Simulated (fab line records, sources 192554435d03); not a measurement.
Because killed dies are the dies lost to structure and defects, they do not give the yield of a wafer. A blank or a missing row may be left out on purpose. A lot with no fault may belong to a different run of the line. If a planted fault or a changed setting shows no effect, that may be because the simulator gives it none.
A struck lot beside a sound one	flow n5_finfet	14 steps out of a route of 1938
Sound: the wafers L392.1, L392.2, L392.5. Struck: wafer L383.5. (L383.1 of the same lot was not struck and is left out.) The cause comes at the end.
At each step with rows: each side's tool, then ch and its chambers, then its first start. Under that, the readings that differ: sound wafers	struck wafers	difference of the means	sigmas: that difference in standard deviations of wafers without a fault.
alike: a reading whose means differ by less than 2 such deviations, as well as words and numbers matching on both sides. not compared: withheld readings; readings where some wafer has no value; bounds like >300 that might hide an equal value; numbers whose values overlap and for which the record gives no deviation.
Wherever a step has rows on one side only, a row that says differs or no value, or a row with sigmas, the two part there. When numbers do not overlap yet have no deviation, they are printed without sigmas and do not part them. A reading that every wafer of one side lacks parts them only if that side has two wafers or more.

first, 3 steps without rows for these wafers: N5_BEOL_M8_EXPOSE_25 (exposes mask V7, target cd 40 nm); N5_BEOL_M8_PEB_26 (peb time 60 s); N5_BEOL_M8_DEVELOP_27 (develop time 30 s).
N5_BEOL_M8_CD_MEAS_28: target cd 40 nm.
  sound on cd_sem-03 ch 0, day 14 11:31; struck on cd_sem-01 ch 0, day 12 10:16
  alike: cd_nm
N5_BEOL_M8_OVL_MEAS_29:
  sound on overlay-02 ch 0, day 14 11:32; struck on overlay-01 ch 0, day 12 10:18
  alike: V7_OVL
N5_BEOL_M8_INSPECT_30: inspects for defects (brightfield).
  struck on defect_inspect-02, day 12 10:22; sound on defect_inspect-02, day 14 11:36
  alike: raw_defect_count
N5_BEOL_M8_DESCUM_33: chemistry O2, time 7 s.
  sound on rie_diel-05 ch 1,2, day 14 11:38; struck on rie_diel-06 ch 0, day 12 10:25
reading	sound	struck	difference	sigmas
drypump_motor_current_A (A)	5.7 6.1 6.1	4.8	-1.2	-3
rf_vpp_V (V)	241.4 242.3 243.4	246.4	+4.0	+3
  alike: o2_flow_sccm, oes_product_au, showerhead_plenum_p_Torr, throttle_valve_pct
  not compared: rf_hours_counter_h
N5_BEOL_M8_ETCH_72: etches underlayer in N2/H2, target depth 6.5 nm, time 5.2 s.
  sound on rie_diel-05 ch 1,2, day 14 11:40; struck on rie_diel-06 ch 0, day 12 10:27
reading	sound	struck	difference	sigmas
bias_w (W)	148.9 149.1 149.0	150.0	+1.0	+2
drypump_motor_current_A (A)	5.7 6.1 6.1	4.8	-1.2	-3
  alike: etch_rf_on_time_s, n2_flow_sccm, oes_product_au, rf_vpp_V, showerhead_plenum_p_Torr, throttle_valve_pct
  not compared: rf_hours_counter_h
N5_BEOL_M8_ETCH_65: etches SiARC in CF4, target depth 15.6 nm, time 26 s.
  sound on rie_diel-05 ch 1,2, day 14 11:41; struck on rie_diel-06 ch 0, day 12 10:28
reading	sound	struck	difference	sigmas
drypump_motor_current_A (A)	5.6 6.1 6.1	4.8	-1.1	-2
  alike: bias_w, etch_rf_on_time_s, mfc_ar_sccm, oes_product_au, rf_vpp_V, showerhead_plenum_p_Torr, throttle_valve_pct
  not compared: rf_hours_counter_h
N5_BEOL_M8_ETCH_66: etches SOC in N2/H2, target depth 80 nm, overetch 16 nm, time 120 s.
  sound on rie_diel-05 ch 1,2, day 14 11:43; struck on rie_diel-06 ch 0, day 12 10:30
reading	sound	struck	difference	sigmas
drypump_motor_current_A (A)	5.7 6.1 6.1	4.8	-1.2	-3
  alike: bias_w, n2_flow_sccm, oes_product_au, rf_vpp_V, showerhead_plenum_p_Torr, throttle_valve_pct
  not compared: rf_hours_counter_h
then, 2 steps without rows for these wafers: N5_BEOL_M8_STRIP_69 (strips in N2/H2); N5_BEOL_M8_STRIP_73 (strips in N2/H2).
N5_BEOL_M8_VIA_ETCH_34: etches SiCOH lowk in C4F6/O2, target depth 125.5 nm, time 50.5 s.
  sound on rie_diel-05 ch 1,2, day 14 11:49; struck on rie_diel-06 ch 0, day 12 10:36
reading	sound	struck	difference	sigmas
drypump_motor_current_A (A)	5.7 6.1 6.1	4.8	-1.2	-3
oes_product_au (a.u.)	0.82 0.84 0.84	1.12	+0.29	+4
model.etch.depth_nm (nm)	127.9 126.4 126.7	200	+73	
model.SOC_of_BEOL_M8_COAT_63.thk_nm (nm)	54 54 54	50.2	-3.8	
model.BEOL_M8.cd_nm (nm)	40.2 40.2 40.2	40.6	+0.4	
  alike: bias_w, mfc_ar_sccm, rf_vpp_V, showerhead_plenum_p_Torr, throttle_valve_pct
  not compared: rf_hours_counter_h
then, 1 step without rows for these wafers: N5_BEOL_M8_STRIP_76 (strips in C4F6/O2).

## WHERE THEY PART
Last at N5_BEOL_M8_VIA_ETCH_34 as far as this record goes, first at N5_BEOL_M8_DESCUM_33.

WHY: what had been put in by the simulator
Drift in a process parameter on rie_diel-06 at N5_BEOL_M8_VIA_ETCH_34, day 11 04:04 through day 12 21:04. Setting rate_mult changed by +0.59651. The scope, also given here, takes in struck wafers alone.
